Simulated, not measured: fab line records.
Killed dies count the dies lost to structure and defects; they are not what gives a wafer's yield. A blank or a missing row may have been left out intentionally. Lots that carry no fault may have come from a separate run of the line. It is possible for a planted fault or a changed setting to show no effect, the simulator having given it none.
fab line records	flow nand_harc
record: lots: 12	wafers: 34	last_day: 32
route steps=1302 shown A_SGD_CUT@890 END@1302
lots that met no fault: from a run of the same line without faults
start_h: the number of hours between the record's first day and the start of the first shown wafer of the lot	wait_h: time in hours since the lot's previous step	" as in the row above	L1.1+2: several wafers, shown together as one row	- no value, or no start was given	* or withheld: withheld	< > ~ a bound
route shown NAME@n: a module of which the file shows steps, and the number in the route of the first	usual: mean/standard deviation taken from wafers without a fault	same: alike in all rows	chamber/n: place in a boat	sites: per-site readings	_std_site: standard deviation across them	_edge_site: mean of outer sites minus mean of inner sites	radius_mm: how far each site lies from the wafer's centre	mask NAME#n: copy n	behind: the tool/chamber that last shaped the wafer	hold: what put the lot on hold/how long, in hours/how the hold closed	device: names the non-switching transistor (n, p or np)	end of line: tests run on the same wafers once the route is complete	a step given without rows: its recipe and nothing more	killed: dies lost to structure and defects at the first sort, not the wafer's yield	map: a wafer's dies, marking killed ones x, the rest . and places with no die _
set.NAME: setting as actually run; set.NAME@STEP: the setting as run at that earlier step	model.NAME: the simulator's own value behind a step, which no gauge read
one table for each step of the route and one row for each wafer, over a sample of lots
services: when a tool's chamber went out of use (start_h, in hours from the record's first day, below 0 if earlier), for how many hours, and the reason
== steps ==
step: NHARC_A_SGD_CUT_DEP_00
recipe: target_thk_a: 500	temp_c: 400	target_thk_nm: 50	flow_sccm: 200	rf_w: 450	material: SiNx
usual: heater_power_w: 732/97
lot.wafer	tool	chamber	start_h	wait_h	heater_power_w
L525.2	pecvd-04	1	447.51	0.1	799
L525.6	"	2	"	"	800
L525.5	"	0	"	"	603
L526.2	pecvd-02	0	456.78	0.1	634
L526.3	"	1	"	"	738
L526.6	"	0	"	"	668
L531.3	pecvd-04	1	495.75	0.1	628
L531.1	"	2	"	"	819
L531.5	"	2	"	"	808
L530.3	pecvd-02	1	495.89	0.1	735
L530.2	"	2	"	"	701
L530.5	"	1	"	"	742
L532.2	pecvd-02	0	516.36	0.1	598
L532.5	"	2	"	"	703
L532.4	"	0	"	"	596
L533.3	pecvd-01	1	533.56	0.1	851
L533.1	"	2	"	"	665
L533.4	"	0	"	"	665
L534.1	pecvd-02	1	533.65	0.1	796
L534.3	"	2	"	"	713
L534.4	"	2	"	"	734
L535.3	pecvd-04	2	544.56	0.1	863
L535.6	"	0	"	"	671
L535.5	"	2	"	"	841
L536.1	pecvd-04	1	559.04	0.1	666
L536.6	"	0	"	"	700
L536.4	"	1	"	"	639
L538.5	pecvd-04	2	574.27	0.2	761
L544.3	pecvd-01	0	636.41	0.3	700
L544.1	"	1	"	"	787
L544.4	"	1	"	"	783
L547.3	pecvd-01	0	653.81	0.1	687
L547.1	"	1	"	"	840
L547.4	"	2	"	"	767
step: NHARC_A_SGD_CUT_ETCH_58
recipe: target_depth_a: 390	over_etch_frac: 0.3	time_s: 65	ion_energy_ev: 80	cf4_flow_sccm: 150	ar_flow_sccm: 0	rf_w: 300	bias_w: 100	chemistry: CF4
usual: cf4_flow_sccm: 150.0/0.46	drypump_motor_current_A: 5.8/0.36	oes_product_au: 0.998/0.013	rf_vpp_V: 150.8/1.2	showerhead_plenum_p_Torr: 1.74/0.077	throttle_valve_pct: 13.284/0.009
lot.wafer	tool	chamber	start_h	wait_h	cf4_flow_sccm	drypump_motor_current_A	oes_product_au	rf_hours_counter_h	rf_vpp_V	showerhead_plenum_p_Torr	throttle_valve_pct
L525.2	rie_diel-13	0	448.45	0.1	149.4	5.2	0.994	4	148.1	1.66	13.289
L525.5	"	3	"	"	149.9	5.7	1.020	-	151.0	1.74	13.279
L525.6	"	0	"	"	148.9	5.2	1.010	-	150.7	1.66	13.290
L526.3	rie_diel-10	1	457.77	0.1	150.3	6.4	1.007	3	151.8	1.71	13.269
L526.2	"	3	"	"	149.9	5.4	1.008	3	149.5	1.67	13.289
L526.6	"	1	"	"	149.7	6.4	0.998	-	151.1	1.71	13.287
L531.1	rie_diel-13	1	496.74	0.1	150.7	6.2	0.998	6	152.1	1.86	13.279
L531.3	"	0	"	"	149.8	5.3	1.013	6	148.6	1.65	13.278
L531.5	"	2	"	"	149.7	5.4	0.996	-	151.1	1.89	13.286
L530.3	rie_diel-07	2	496.91	0.1	149.8	6.2	1.002	1	149.7	1.69	13.292
L530.2	"	1	"	"	150.0	6.0	1.009	1	152.0	1.81	13.268
L530.5	"	3	"	"	150.9	5.8	0.967	-	150.9	1.83	13.284
L532.4	rie_diel-10	2	517.18	0.1	149.6	5.9	0.992	8	149.7	1.68	13.280
L532.2	"	0	"	"	150.2	5.8	0.997	8	150.4	1.70	13.279
L532.5	"	1	"	"	149.9	6.4	0.992	-	149.5	1.71	13.293
L533.3	rie_diel-10	3	534.55	0.1	149.6	5.4	1.005	10	150.6	1.66	13.297
L533.1	"	0	"	"	149.6	5.8	0.982	10	149.8	1.70	13.287
L533.4	"	1	"	"	150.0	6.4	0.994	10	150.8	1.71	13.282
L534.1	rie_diel-13	2	534.70	0.1	150.9	5.4	0.995	0	152.6	1.89	13.276
L534.4	"	0	"	"	149.8	5.2	1.000	0	148.5	1.65	13.290
L534.3	"	1	"	"	150.5	6.2	0.990	0	151.7	1.86	13.291
L535.3	rie_diel-07	1	545.51	0.1	149.6	6.0	0.984	4	151.3	1.80	13.286
L535.5	"	2	"	"	149.8	6.2	0.996	-	149.8	1.69	13.300
L535.6	"	3	"	"	149.5	5.8	0.973	-	150.7	1.83	13.284
L536.4	rie_diel-10	1	560.01	0.1	150.0	6.4	0.996	13	149.9	1.71	13.291
L536.1	"	2	"	"	150.0	5.9	1.001	13	149.2	1.68	13.302
L536.6	"	1	"	"	150.2	6.4	0.997	-	150.0	1.71	13.286
L538.5	rie_diel-10	3	575.02	0.1	149.6	5.4	1.005	-	152.0	1.66	13.277
L544.3	rie_diel-10	0	637.37	0.1	149.7	5.8	1.011	3	151.7	1.70	13.288
L544.1	"	2	"	"	149.7	5.9	1.021	3	151.7	1.68	13.281
L544.4	"	3	"	"	149.7	5.4	1.008	3	149.9	1.66	13.282
L547.3	rie_diel-13	1	654.70	0.1	149.4	6.2	0.986	6	151.2	1.85	13.278
L547.4	"	2	"	"	149.9	5.4	0.982	7	153.2	1.89	13.303
L547.1	"	3	"	"	151.0	5.7	0.997	7	150.7	1.73	13.296
step: NHARC_A_SGD_CUT_ETCH_59
recipe: target_depth_a: 2600	over_etch_frac: 0.25	time_s: 406.25	ion_energy_ev: 200	n2_flow_sccm: 150	h2_flow_sccm: 150	ar_flow_sccm: 0	rf_w: 400	bias_w: 150	chemistry: N2/H2
usual: drypump_motor_current_A: 5.8/0.35	h2_flow_sccm: 150.1/0.44	oes_product_au: 0.999/0.014	rf_vpp_V: 429.8/3	showerhead_plenum_p_Torr: 2.01/0.1	throttle_valve_pct: 14.171/0.0096
lot.wafer	tool	chamber	start_h	wait_h	drypump_motor_current_A	h2_flow_sccm	oes_product_au	rf_hours_counter_h	rf_vpp_V	showerhead_plenum_p_Torr	throttle_valve_pct
L525.2	rie_diel-13	0	-	-	5.3	150.1	1.003	4	427.6	1.90	14.164
L525.5	"	2	"	"	5.4	150.8	0.995	-	434.7	2.20	14.173
L525.6	"	3	"	"	5.7	150.0	1.020	-	431.3	2.00	14.178
L526.3	rie_diel-10	3	-	-	5.4	150.3	1.022	3	426.4	1.91	14.164
L526.2	"	2	"	"	5.9	149.9	1.012	3	427.5	1.93	14.175
L526.6	"	0	"	"	5.8	150.1	0.979	-	427.0	1.96	14.166
L531.3	rie_diel-13	0	-	-	5.3	149.5	1.011	6	426.4	1.89	14.183
L531.1	"	1	"	"	6.2	149.7	0.989	6	434.7	2.15	14.187
L531.5	"	0	"	"	5.3	149.8	1.023	-	426.5	1.89	14.173
L530.2	rie_diel-07	2	-	-	6.2	150.2	1.005	2	427.1	1.94	14.170
L530.3	"	3	"	"	5.8	150.2	0.977	2	431.8	2.12	14.164
L530.5	"	3	"	"	5.8	149.8	0.973	-	434.7	2.12	14.171
L532.4	rie_diel-10	1	-	-	6.4	149.7	0.995	8	428.2	1.97	14.151
L532.2	"	2	"	"	5.9	149.3	1.003	8	426.8	1.93	14.174
L532.5	"	0	"	"	5.8	150.1	0.997	-	428.3	1.96	14.180
L533.3	rie_diel-10	2	-	-	5.9	150.5	1.012	10	427.9	1.93	14.173
L533.1	"	3	"	"	5.4	150.9	1.010	10	427.1	1.91	14.181
L533.4	"	0	"	"	5.8	149.3	0.985	10	426.7	1.96	14.189
L534.3	rie_diel-13	0	-	-	5.2	149.9	0.993	0	425.8	1.89	14.172
L534.4	"	1	"	"	6.2	150.6	0.994	0	432.5	2.15	14.161
L534.1	"	3	"	"	5.7	150.0	0.992	0	429.2	2.00	14.175
L535.3	rie_diel-07	0	-	-	5.4	149.8	0.995	3	429.5	2.03	14.172
L535.5	"	1	"	"	6.0	150.1	0.998	-	431.5	2.09	14.165
L535.6	"	2	"	"	6.2	150.1	0.991	-	426.8	1.94	14.172
L536.1	rie_diel-10	0	-	-	5.8	150.3	0.987	13	428.5	1.95	14.161
L536.4	"	1	"	"	6.4	150.5	1.004	13	429.3	1.97	14.186
L536.6	"	0	"	"	5.8	150.1	0.987	-	427.2	1.95	14.172
L538.5	rie_diel-10	1	-	-	6.4	150.1	0.999	-	427.2	1.97	14.165
L544.4	rie_diel-10	0	-	-	5.8	149.9	1.016	4	427.1	1.95	14.190
L544.1	"	1	"	"	6.4	150.0	1.037	3	429.1	1.96	14.167
L544.3	"	2	"	"	5.9	149.6	1.015	3	426.1	1.92	14.167
L547.3	rie_diel-13	2	-	-	5.4	150.2	0.993	7	435.6	2.19	14.162
L547.1	"	3	"	"	5.7	149.8	1.013	7	429.0	2.00	14.161
L547.4	"	0	"	"	5.3	150.6	0.999	7	427.3	1.89	14.174
step: NHARC_A_SGD_CUT_CMP_21
recipe: target_thk_nm: 148.19
usual: motor_current_A: 12.3/1.1	time_to_endpoint_s: 52/4.2
lot.wafer	tool	chamber	start_h	wait_h	motor_current_A	time_to_endpoint_s
L525.2	cmp-01	3	454.61	0.4	12.8	54
L525.5	"	1	"	"	13.8	49
L525.6	"	2	"	"	11.2	52
L526.2	cmp-01	2	463.67	0.4	10.8	52
L526.3	"	3	"	"	12.8	56
L526.6	"	3	"	"	12.8	55
L530.3	cmp-03	1	503.80	0.4	13.2	51
L530.2	"	3	"	"	11.9	51
L530.5	"	1	"	"	12.0	55
L531.3	cmp-01	2	503.83	0.4	11.2	52
L531.1	"	3	"	"	13.2	54
L531.5	"	0	"	"	10.0	56
L532.2	cmp-04	2	522.88	0.4	11.5	52
L532.4	"	3	"	"	11.0	51
L532.5	"	1	"	"	12.4	52
L533.1	cmp-03	0	540.38	0.4	12.7	49
L533.3	"	1	"	"	13.1	52
L533.4	"	3	"	"	12.0	55
L534.1	cmp-04	3	540.40	0.4	11.4	52
L534.3	"	0	"	"	11.6	48
L534.4	"	1	"	"	12.5	52
L535.3	cmp-01	1	552.13	0.5	14.2	46
L535.6	"	2	"	"	10.8	51
L535.5	"	3	"	"	13.1	55
L536.1	cmp-03	2	565.81	0.4	14.0	56
L536.4	"	0	"	"	13.7	45
L536.6	"	3	"	"	11.8	51
L538.5	cmp-01	2	581.63	0.6	11.3	51
L544.3	cmp-03	1	642.77	0.4	12.4	45
L544.4	"	2	"	"	13.8	53
L544.1	"	0	"	"	12.5	42
L547.4	cmp-04	0	661.93	0.4	11.4	51
L547.1	"	2	"	"	11.7	56
L547.3	"	3	"	"	11.4	57
step: NHARC_A_SGD_CUT_INSPECT_25
usual: raw_defect_count: 381/85
lot.wafer	tool	chamber	start_h	wait_h	hold	raw_defect_count
L525.2	defect_inspect-02	-	455.28	-	-	517
L525.5	"	-	"	"	-	487
L525.6	"	-	"	"	-	483
L526.2	defect_inspect-01	-	464.39	-	-	709
L526.3	"	-	"	"	-	509
L526.6	"	-	"	"	-	607
L531.1	defect_inspect-01	-	504.50	-	-	398
L531.3	"	-	"	"	-	410
L531.5	"	-	"	"	-	503
L530.2	defect_inspect-02	-	504.50	-	-	299
L530.3	"	-	"	"	-	264
L530.5	"	-	"	"	-	305
L532.2	defect_inspect-01	-	523.57	-	-	374
L532.4	"	-	"	"	-	453
L532.5	"	-	"	"	-	315
L534.1	defect_inspect-01	-	541.10	-	-	487
L534.3	"	-	"	"	-	527
L534.4	"	-	"	"	-	484
L533.1	defect_inspect-02	-	541.13	-	-	292
L533.3	"	-	"	"	-	213
L533.4	"	-	"	"	-	263
L535.3	defect_inspect-02	-	552.78	-	-	424
L535.5	"	-	"	"	-	516
L535.6	"	-	"	"	-	396
L536.1	defect_inspect-01	-	566.53	-	-	399
L536.4	"	-	"	"	-	414
L536.6	"	-	"	"	-	433
L538.5	defect_inspect-02	-	582.23	-	await_dispo/0.2h/release	741
L538.5	defect_inspect-02	-	582.40	0.2	-	734
L544.1	defect_inspect-01	-	643.49	-	-	298
L544.3	"	-	"	"	-	341
L544.4	"	-	"	"	-	373
L547.1	defect_inspect-02	-	662.65	-	-	238
L547.3	"	-	"	"	-	386
L547.4	"	-	"	"	-	371
step: NHARC_END_SORT_01
recipe: temp_c: 25
usual: killed_at_array: 54/12	killed_at_other: 0.7/1.1	killed_at_periphery: 3.9/2.8	killed_dies: 59/13	killed_open: 3.4/2	killed_short: 2.5/1.7
same: gross_dies: 677
lot.wafer	tool	chamber	start_h	wait_h	killed_at_array	killed_at_other	killed_at_periphery	killed_dies	killed_open	killed_short
L525.2	prober-01	0	570.45	2.8	89	0	3	92	3	4
L525.5	prober-01	0	572.81	3.6	73	0	5	78	2	4
L525.6	prober-01	0	573.60	3.9	82	0	3	85	2	1
L526.2	prober-01	0	585.91	2.8	55	0	10	65	2	3
L526.3	prober-01	0	586.71	3.1	53	0	15	68	1	2
L526.6	prober-01	0	589.11	4.0	60	0	13	73	3	3
L531.1	prober-01	0	622.73	2.6	84	0	3	87	4	1
L531.3	prober-01	0	624.33	3.1	63	2	4	69	2	1
L531.5	prober-01	0	625.93	3.7	78	2	6	86	2	4
L530.2	prober-02	0	623.46	2.8	51	1	2	54	4	4
L530.3	prober-02	0	624.26	3.1	50	0	5	55	4	2
L530.5	prober-02	0	625.84	3.7	52	2	1	55	3	2
L532.2	prober-02	0	639.53	2.8	55	1	5	61	5	0
L532.4	prober-02	0	641.14	3.4	53	1	8	62	4	5
L532.5	prober-02	0	641.95	3.7	45	0	2	47	2	0
L534.1	prober-02	0	651.82	2.5	61	0	3	64	4	2
L534.3	prober-02	0	653.43	3.1	52	1	4	57	3	3
L534.4	prober-02	0	654.23	3.4	55	0	4	59	2	2
L533.1	prober-01	0	651.88	2.5	54	3	4	61	5	3
L533.3	prober-01	0	653.47	3.1	52	3	2	57	2	1
L533.4	prober-01	0	654.26	3.4	60	4	2	66	4	0
L535.3	prober-01	0	667.54	3.1	42	0	5	47	4	1
L535.5	prober-01	0	669.15	3.7	56	0	6	62	5	3
L535.6	prober-01	0	669.95	4.0	55	0	3	58	8	5
L536.1	prober-01	0	680.27	2.5	68	0	4	72	6	3
L536.4	prober-01	0	682.69	3.4	81	0	2	83	9	2
L536.6	prober-01	0	684.31	4.0	67	0	1	68	4	0
L538.5	prober-02	0	728.55	3.7	300	0	3	303	2	3
L544.1	prober-02	0	765.04	2.5	46	0	3	49	4	2
L544.3	prober-02	0	766.64	3.1	60	1	5	66	5	4
L544.4	prober-02	0	767.44	3.4	75	0	2	77	5	3
L547.1	prober-02	0	773.78	2.6	37	1	6	44	1	2
L547.3	prober-02	0	775.39	3.1	45	0	1	46	2	3
L547.4	prober-02	0	776.19	3.4	40	3	7	50	5	0
killed by level:class
L525.2 A_SLIT:chamber_film_flake=29 A_CHANNEL_HOLE_D1:chamber_film_flake=25 A_CHANNEL_HOLE_D2:chamber_film_flake=22 A_M0:chamber_film_flake=4 A_STAIRCASE:chamber_film_flake=3 P_GATE:geometric_particle:short=1 P_M1:geometric_particle:open=1 A_ONON_D1:geometric_particle:short=1
L525.5 A_CHANNEL_HOLE_D1:chamber_film_flake=23 A_CHANNEL_HOLE_D2:chamber_film_flake=20 A_SLIT:chamber_film_flake=18 A_CONTACT:chamber_film_flake=4 P_GATE:chamber_film_flake=2 A_STAIRCASE:chamber_film_flake=2 P_M0:geometric_particle:open=1 P_M2:geometric_particle:short=1
L525.6 A_CHANNEL_HOLE_D1:chamber_film_flake=27 A_CHANNEL_HOLE_D2:chamber_film_flake=26 A_SLIT:chamber_film_flake=17 A_M0:chamber_film_flake=3 A_CHANNEL_FILL_D2:chamber_film_flake=3 A_CONTACT:chamber_film_flake=2 P_M0:geometric_particle:open=1 A_CHANNEL_HOLE_D2:geometric_particle:short=1
L526.2 A_CHANNEL_HOLE_D2:chamber_film_flake=22 A_CHANNEL_HOLE_D1:chamber_film_flake=21 P_BONDPAD:chamber_film_flake=7 P_ZERO_WELL:chamber_film_flake=3 A_CONTACT:chamber_film_flake=3 A_STAIRCASE:chamber_film_flake=2 A_ONON_D1:geometric_particle:short=1 A_DECK1_JOINT:geometric_particle:short=1
L526.3 A_CHANNEL_HOLE_D2:chamber_film_flake=24 A_CHANNEL_HOLE_D1:chamber_film_flake=22 P_BONDPAD:chamber_film_flake=9 A_CONTACT:chamber_film_flake=3 P_GATE:chamber_film_flake=2 A_WL_FILL:chamber_film_flake=2 P_GATE:geometric_particle:short=1 P_CONTACT:geometric_particle:open=1
L526.6 A_CHANNEL_HOLE_D2:chamber_film_flake=35 A_CHANNEL_HOLE_D1:chamber_film_flake=19 P_BONDPAD:chamber_film_flake=6 P_CONTACT:geometric_particle:open=2 P_GATE:chamber_film_flake=2 A_DECK1_JOINT:chamber_film_flake=2 P_STI:geometric_particle:open=1 A_CHANNEL_HOLE_D2:geometric_particle:short=1
L531.1 A_CHANNEL_HOLE_D1:chamber_film_flake=31 A_CHANNEL_HOLE_D2:chamber_film_flake=25 A_STAIRCASE:chamber_film_flake=8 A_CONTACT:chamber_film_flake=8 A_BONDPAD:chamber_film_flake=4 A_M1:chamber_film_flake=2 P_M0:geometric_particle:open=1 A_SOURCE_PLATE:geometric_particle:open=1
L530.2 A_SLIT:chamber_film_flake=22 A_CHANNEL_HOLE_D2:chamber_film_flake=11 A_STAIRCASE:chamber_film_flake=5 A_CHANNEL_HOLE_D1:chamber_film_flake=4 P_M0:geometric_particle:short=1 A_SOURCE_PLATE:geometric_particle:open=1 A_CHANNEL_FILL_D1:geometric_particle:short=1 A_ONON_D2:geometric_particle:short=1
L530.3 A_SLIT:chamber_film_flake=22 A_STAIRCASE:chamber_film_flake=11 A_CHANNEL_HOLE_D2:chamber_film_flake=7 A_CHANNEL_HOLE_D1:chamber_film_flake=3 A_WL_FILL:geometric_particle:open=2 P_STI:chamber_film_flake=2 A_BONDPAD:chamber_film_flake=2 P_CONTACT:geometric_particle:short=1
L531.3 A_CHANNEL_HOLE_D1:chamber_film_flake=24 A_CHANNEL_HOLE_D2:chamber_film_flake=18 A_CONTACT:chamber_film_flake=6 A_BONDPAD:chamber_film_flake=5 A_CHANNEL_FILL_D2:chamber_film_flake=2 A_STAIRCASE:chamber_film_flake=2 A_SLIT:chamber_film_flake=2 THIN_TSV:chamber_film_flake=2
L530.5 A_SLIT:chamber_film_flake=24 A_CHANNEL_HOLE_D2:chamber_film_flake=13 A_BONDPAD:chamber_film_flake=4 A_STAIRCASE:chamber_film_flake=3 A_CHANNEL_HOLE_D1:chamber_film_flake=2 A_CONTACT:chamber_film_flake=2 THIN_TSV:chamber_film_flake=2 P_M2:geometric_particle:open=1
L531.5 A_CHANNEL_HOLE_D1:chamber_film_flake=32 A_CHANNEL_HOLE_D2:chamber_film_flake=27 A_CONTACT:chamber_film_flake=6 P_M0:chamber_film_flake=5 A_STAIRCASE:chamber_film_flake=3 A_BONDPAD:chamber_film_flake=3 A_M1:chamber_film_flake=2 A_SOURCE_PLATE:geometric_particle:open=1
L532.2 A_CHANNEL_HOLE_D1:chamber_film_flake=31 A_CHANNEL_HOLE_D2:chamber_film_flake=12 A_WL_FILL:chamber_film_flake=5 A_CONTACT:chamber_film_flake=3 A_CHANNEL_FILL_D1:geometric_particle:open=2 P_GATE:chamber_film_flake=2 P_M0:geometric_particle:open=1 A_CHANNEL_FILL_D2:geometric_particle:open=1
L532.4 A_CHANNEL_HOLE_D1:chamber_film_flake=26 A_CHANNEL_HOLE_D2:chamber_film_flake=13 A_WL_FILL:chamber_film_flake=3 P_CONTACT:geometric_particle:short=2 P_GATE:chamber_film_flake=2 A_CONTACT:chamber_film_flake=2 P_CONTACT:geometric_particle:open=1 P_M0:geometric_particle:short=1
L532.5 A_CHANNEL_HOLE_D1:chamber_film_flake=27 A_CHANNEL_HOLE_D2:chamber_film_flake=5 A_CONTACT:chamber_film_flake=5 A_STAIRCASE:chamber_film_flake=2 A_WL_FILL:chamber_film_flake=2 A_CHANNEL_FILL_D2:geometric_particle:open=1 A_CONTACT:geometric_particle:open=1 P_ZERO_WELL:chamber_film_flake=1
L534.1 A_CHANNEL_HOLE_D1:chamber_film_flake=28 A_CHANNEL_HOLE_D2:chamber_film_flake=18 A_CHANNEL_FILL_D1:chamber_film_flake=4 A_DECK1_JOINT:geometric_particle:open=2 A_CHANNEL_FILL_D2:chamber_film_flake=2 A_CHANNEL_FILL_D1:geometric_particle:open=1 A_DECK1_JOINT:geometric_particle:short=1 A_ONON_D2:geometric_particle:open=1
L533.1 A_SLIT:chamber_film_flake=27 A_CHANNEL_HOLE_D2:chamber_film_flake=10 P_BONDPAD:chamber_film_flake=3 A_CHANNEL_HOLE_D1:chamber_film_flake=3 THIN_TSV:chamber_film_flake=3 A_M0:geometric_particle:open=2 A_CHANNEL_FILL_D2:chamber_film_flake=2 A_BONDPAD:chamber_film_flake=2
L534.3 A_CHANNEL_HOLE_D1:chamber_film_flake=25 A_CHANNEL_HOLE_D2:chamber_film_flake=13 A_CONTACT:chamber_film_flake=3 P_CONTACT:chamber_film_flake=2 A_CHANNEL_FILL_D1:chamber_film_flake=2 A_STAIRCASE:chamber_film_flake=2 A_SOURCE_PLATE:geometric_particle:short=1 A_ONON_D1:geometric_particle:open=1
L533.3 A_SLIT:chamber_film_flake=26 A_CHANNEL_HOLE_D2:chamber_film_flake=13 A_CHANNEL_FILL_D2:chamber_film_flake=3 A_WL_FILL:chamber_film_flake=3 A_BLC:chamber_film_flake=3 THIN_TSV:chamber_film_flake=3 P_CONTACT:geometric_particle:open=2 A_CHANNEL_HOLE_D1:chamber_film_flake=2
L534.4 A_CHANNEL_HOLE_D1:chamber_film_flake=27 A_CHANNEL_HOLE_D2:chamber_film_flake=14 P_GATE:chamber_film_flake=3 A_SLIT:chamber_film_flake=3 A_CHANNEL_FILL_D1:chamber_film_flake=2 A_CONTACT:chamber_film_flake=2 A_CHANNEL_FILL_D1:geometric_particle:short=1 A_CHANNEL_FILL_D1:geometric_particle:open=1
L533.4 A_SLIT:chamber_film_flake=31 A_CHANNEL_HOLE_D2:chamber_film_flake=12 A_CHANNEL_HOLE_D1:chamber_film_flake=4 A_BLC:chamber_film_flake=4 THIN_TSV:chamber_film_flake=3 P_BONDPAD:chamber_film_flake=2 A_CHANNEL_FILL_D2:chamber_film_flake=2 A_ONON_D1:geometric_particle:open=1
L535.3 A_SLIT:chamber_film_flake=27 A_CONTACT:chamber_film_flake=6 P_CONTACT:chamber_film_flake=3 A_CHANNEL_FILL_D1:geometric_particle:open=2 A_CHANNEL_HOLE_D1:chamber_film_flake=2 P_M1:geometric_particle:open=1 A_ONON_D1:geometric_particle:short=1 A_WL_FILL:geometric_particle:open=1
L535.5 A_SLIT:chamber_film_flake=28 A_CONTACT:chamber_film_flake=7 P_CONTACT:chamber_film_flake=6 A_CHANNEL_HOLE_D1:chamber_film_flake=6 A_CHANNEL_HOLE_D2:chamber_film_flake=5 A_DECK1_JOINT:geometric_particle:open=2 A_DECK1_JOINT:geometric_particle:short=2 A_ONON_D1:geometric_particle:open=1
L535.6 A_SLIT:chamber_film_flake=24 A_CONTACT:chamber_film_flake=7 A_CHANNEL_HOLE_D2:chamber_film_flake=6 A_CHANNEL_HOLE_D1:chamber_film_flake=4 A_CHANNEL_FILL_D1:geometric_particle:open=3 A_STAIRCASE:chamber_film_flake=3 A_CHANNEL_FILL_D1:geometric_particle:short=2 P_CONTACT:geometric_particle:open=1
L536.1 A_SLIT:chamber_film_flake=32 A_CHANNEL_HOLE_D1:chamber_film_flake=25 A_STAIRCASE:chamber_film_flake=5 A_ONON_D2:geometric_particle:open=2 P_M0:geometric_particle:short=1 P_M0:geometric_particle:open=1 P_M2:geometric_particle:short=1 P_M2:geometric_particle:open=1
L536.4 A_SLIT:chamber_film_flake=36 A_CHANNEL_HOLE_D1:chamber_film_flake=28 A_STAIRCASE:chamber_film_flake=3 A_CHANNEL_FILL_D2:geometric_particle:open=2 A_SGD_CUT:geometric_particle:open=2 P_ZERO_WELL:chamber_film_flake=2 A_SOURCE_PLATE:geometric_particle:open=1 A_ONON_D1:geometric_particle:open=1
L536.6 A_SLIT:chamber_film_flake=31 A_CHANNEL_HOLE_D1:chamber_film_flake=23 A_STAIRCASE:chamber_film_flake=4 A_CONTACT:chamber_film_flake=3 A_WL_FILL:chamber_film_flake=2 A_CHANNEL_HOLE_D1:geometric_particle:open=1 A_CHANNEL_FILL_D1:geometric_particle:open=1 A_DECK1_JOINT:geometric_particle:open=1
L538.5 A_SGD_CUT:unspecified=262 A_CHANNEL_HOLE_D2:chamber_film_flake=19 A_STAIRCASE:chamber_film_flake=4 A_CONTACT:chamber_film_flake=4 P_ZERO_WELL:chamber_film_flake=2 A_DECK1_JOINT:chamber_film_flake=2 A_BLC:chamber_film_flake=2 P_M0:geometric_particle:open=1
L544.1 A_SLIT:chamber_film_flake=19 A_CHANNEL_HOLE_D2:chamber_film_flake=13 A_STAIRCASE:chamber_film_flake=5 A_CHANNEL_HOLE_D1:chamber_film_flake=3 A_ONON_D1:geometric_particle:open=2 P_CONTACT:geometric_particle:open=1 P_M1:geometric_particle:open=1 A_CHANNEL_FILL_D1:geometric_particle:short=1
L544.3 A_CHANNEL_HOLE_D1:chamber_film_flake=16 A_CHANNEL_HOLE_D2:chamber_film_flake=16 A_SLIT:chamber_film_flake=15 A_STAIRCASE:chamber_film_flake=4 A_DECK1_JOINT:chamber_film_flake=3 P_CONTACT:geometric_particle:open=2 P_M0:geometric_particle:short=1 P_M0:geometric_particle:open=1
L544.4 A_CHANNEL_HOLE_D2:chamber_film_flake=22 A_SLIT:chamber_film_flake=20 A_CHANNEL_HOLE_D1:chamber_film_flake=14 A_STAIRCASE:chamber_film_flake=7 A_CHANNEL_FILL_D2:chamber_film_flake=4 P_M1:geometric_particle:open=2 A_BONDPAD:chamber_film_flake=2 A_CHANNEL_FILL_D1:geometric_particle:open=1
L547.1 A_SLIT:chamber_film_flake=22 A_CONTACT:chamber_film_flake=8 P_GATE:chamber_film_flake=4 A_M1:chamber_film_flake=2 P_M1:geometric_particle:short=1 A_ONON_D1:geometric_particle:open=1 A_CHANNEL_FILL_D2:geometric_particle:short=1 P_M2:chamber_film_flake=1
L547.3 A_SLIT:chamber_film_flake=35 A_CHANNEL_FILL_D1:geometric_particle:short=2 A_CONTACT:chamber_film_flake=2 A_M1:chamber_film_flake=2 A_ONON_D2:geometric_particle:short=1 A_BLC:geometric_particle:open=1 A_M0:geometric_particle:open=1 P_GATE:chamber_film_flake=1
L547.4 A_SLIT:chamber_film_flake=25 P_GATE:chamber_film_flake=3 A_CONTACT:chamber_film_flake=3 THIN_TSV:chamber_film_flake=3 A_CONTACT:geometric_particle:open=2 P_M2:chamber_film_flake=2 A_DECK1_JOINT:chamber_film_flake=2 A_CHANNEL_HOLE_D2:chamber_film_flake=2
== services ==
tool	chamber	start_h	hours	kind
rie_diel-07	1	429.36	5.2	repair
rie_diel-13	0	438.46	9.6	repair
pecvd-04	-	450.12	13.0	pm
rie_diel-07	3	451.11	4.0	repair
cmp-03	-	453.20	1.0	repair
cmp-03	-	456.87	4.0	pm
cmp-03	-	461.60	3.0	repair
rie_diel-07	-	471.20	9.0	pm
cmp-01	-	479.50	4.0	pm
rie_diel-07	0	482.90	14.2	repair
rie_diel-07	-	485.61	0.4	repair
cmp-01	-	490.36	1.2	repair
pecvd-04	-	501.22	1.2	repair
rie_diel-13	-	519.02	9.0	pm
rie_diel-07	-	534.36	0.2	repair
rie_diel-13	1	539.41	3.0	repair
pecvd-02	-	552.46	1.6	repair
cmp-03	-	554.87	4.0	pm
cmp-01	-	577.50	4.0	pm
pecvd-02	-	589.16	13.0	pm
rie_diel-10	-	596.65	9.0	pm
pecvd-04	-	631.20	13.0	pm
rie_diel-07	-	648.20	9.0	pm
cmp-03	-	652.87	4.0	pm
== key ==
first_sign: step: NHARC_A_SGD_CUT_INSPECT_25	reading: visit	direction: added
effect: step: NHARC_A_SGD_CUT_INSPECT_25	reading: raw_defect_count	direction: up	sigmas: 4.2	usual: 381	struck: 741
effect: step: NHARC_END_SORT_01	reading: killed_at_array	direction: up	sigmas: 20	usual: 54	struck: 300
more_kills_born_at: NHARC_A_SGD_CUT_CMP_21@cmp-01: 262
met_at NHARC_A_SGD_CUT_CMP_21
struck_lots L538
struck_wafers L538.5
tester_left_out L538
not_acting_at NHARC_A_SGD_CUT_DEP_00,NHARC_A_SGD_CUT_ETCH_58,NHARC_A_SGD_CUT_ETCH_59
onset_between 552.13 581.63
fault: kind: chamber_particle_source	tool: cmp-01	chamber: 2	onset_h: 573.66	steps: NHARC_A_SGD_CUT_CMP_21	rate_per_visit_cm2: 0.50507	end_h: 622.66
tester_left_out: of these lots the tester's yield and bins aren't shown, on N5 and GAA mostly nor the transistor test; their killed dies are dies lost to structure and defects alone, not to doping, threshold or leakage, so they don't give the yield
